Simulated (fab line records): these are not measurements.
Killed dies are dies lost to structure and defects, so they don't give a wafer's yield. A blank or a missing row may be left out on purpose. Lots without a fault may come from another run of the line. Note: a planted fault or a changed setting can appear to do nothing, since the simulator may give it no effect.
Chamber matching :: flow nand harc :: 4 sister chambers for NHARC_THIN_TSV_ETCHBACK_48 on rie diel-10
The step etches the open film in C4F8/Ar, target depth 1028.5 nm, time 405.17 s. 16 wafers are shown with their chamber, then 8 later ones without.

WAFERS, EACH WITH ITS CHAMBER
wafer: L801.2
chamber: 3
rf vpp V (V): 546.6
run length s (s): 427.4
oes product au (a.u.): 0.900

wafer: L801.3
chamber: 0
rf vpp V (V): 541.4
run length s (s): 426.3
oes product au (a.u.): 0.915

wafer: L801.5
chamber: 3
rf vpp V (V): 547.7
run length s (s): 426.8
oes product au (a.u.): 0.899

wafer: L803.1
chamber: 0
rf vpp V (V): 542.9
run length s (s): 425.7
oes product au (a.u.): 0.917

wafer: L803.2
chamber: 3
rf vpp V (V): 548.5
run length s (s): 426.4
oes product au (a.u.): 0.909

wafer: L803.4
chamber: 1
rf vpp V (V): 546.1
run length s (s): 426.1
oes product au (a.u.): 0.910

wafer: L804.3
chamber: 2
rf vpp V (V): 545.0
run length s (s): 427.5
oes product au (a.u.): 0.941

wafer: L804.4
chamber: 1
rf vpp V (V): 543.7
run length s (s): 425.9
oes product au (a.u.): 0.930

wafer: L804.5
chamber: 3
rf vpp V (V): 548.5
run length s (s): 426.9
oes product au (a.u.): 0.909

wafer: L805.1
chamber: 2
rf vpp V (V): 545.7
run length s (s): 427.5
oes product au (a.u.): 0.941

wafer: L805.3
chamber: 0
rf vpp V (V): 540.6
run length s (s): 425.9
oes product au (a.u.): 0.909

wafer: L805.5
chamber: 2
rf vpp V (V): 545.4
run length s (s): 427.2
oes product au (a.u.): 0.943

wafer: L806.1
chamber: 1
rf vpp V (V): 544.5
run length s (s): 425.5
oes product au (a.u.): 0.935

wafer: L806.4
chamber: 2
rf vpp V (V): 545.0
run length s (s): 427.1
oes product au (a.u.): 0.936

wafer: L806.5
chamber: 1
rf vpp V (V): 543.7
run length s (s): 425.8
oes product au (a.u.): 0.917

wafer: L809.1
chamber: 3
rf vpp V (V): 547.6
run length s (s): 426.6
oes product au (a.u.): 0.963

SIGNATURES (means of the wafers above)
reading: rf vpp V
chamber 0: 541.633
chamber 1: 544.500
chamber 2: 545.275
chamber 3: 547.780
scatter within a chamber: 0.884

reading: run length s
chamber 0: 425.967
chamber 1: 425.825
chamber 2: 427.325
chamber 3: 426.820
scatter within a chamber: 0.299

reading: oes product au
chamber 0: 0.91367
chamber 1: 0.92300
chamber 2: 0.94025
chamber 3: 0.91600
scatter within a chamber: 0.0166
Rule: a wafer's distance from a chamber is the root of the sum, over the readings, of the square of ((its reading less the chamber's mean) divided by the reading's scatter). The wafer belongs to the nearest chamber; if the next one is less than 2 further off, it can't be placed. The scatter: the root of (the sum of the squares of (reading less its chamber's mean) over the shown wafers, divided by (wafers less chambers)).

WAFERS MISSING THEIR CHAMBER
wafer: L809.2
rf vpp V (V): 543.7
run length s (s): 427.1
oes product au (a.u.): 0.973

wafer: L809.4
rf vpp V (V): 544.4
run length s (s): 425.6
oes product au (a.u.): 0.985

wafer: L810.1
rf vpp V (V): 548.2
run length s (s): 426.5
oes product au (a.u.): 0.907

wafer: L810.3
rf vpp V (V): 545.7
run length s (s): 427.1
oes product au (a.u.): 0.933

wafer: L810.4
rf vpp V (V): 541.9
run length s (s): 425.9
oes product au (a.u.): 0.913

wafer: L823.2
rf vpp V (V): 546.1
run length s (s): 427.1
oes product au (a.u.): 0.930

wafer: L823.3
rf vpp V (V): 541.9
run length s (s): 426.3
oes product au (a.u.): 0.903

wafer: L823.5
rf vpp V (V): 541.6
run length s (s): 426.3
oes product au (a.u.): 0.904

CHAMBER TAKEN BY EACH
wafer: L809.2
from the rows above: 2
in truth: 2

wafer: L809.4
from the rows above: can't be placed: 1 or 0
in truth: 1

wafer: L810.1
from the rows above: 3
in truth: 3

wafer: L810.3
from the rows above: can't be placed: 2 or 3
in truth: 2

wafer: L810.4
from the rows above: 0
in truth: 0

wafer: L823.2
from the rows above: can't be placed: 2 or 3
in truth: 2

wafer: L823.3
from the rows above: 0
in truth: 0

wafer: L823.5
from the rows above: 0
in truth: 0
Correctly placed: 5 of 8. From these rows, 3 cannot be placed; in 3 the true chamber is one of the candidates. Wrongly placed: 0.
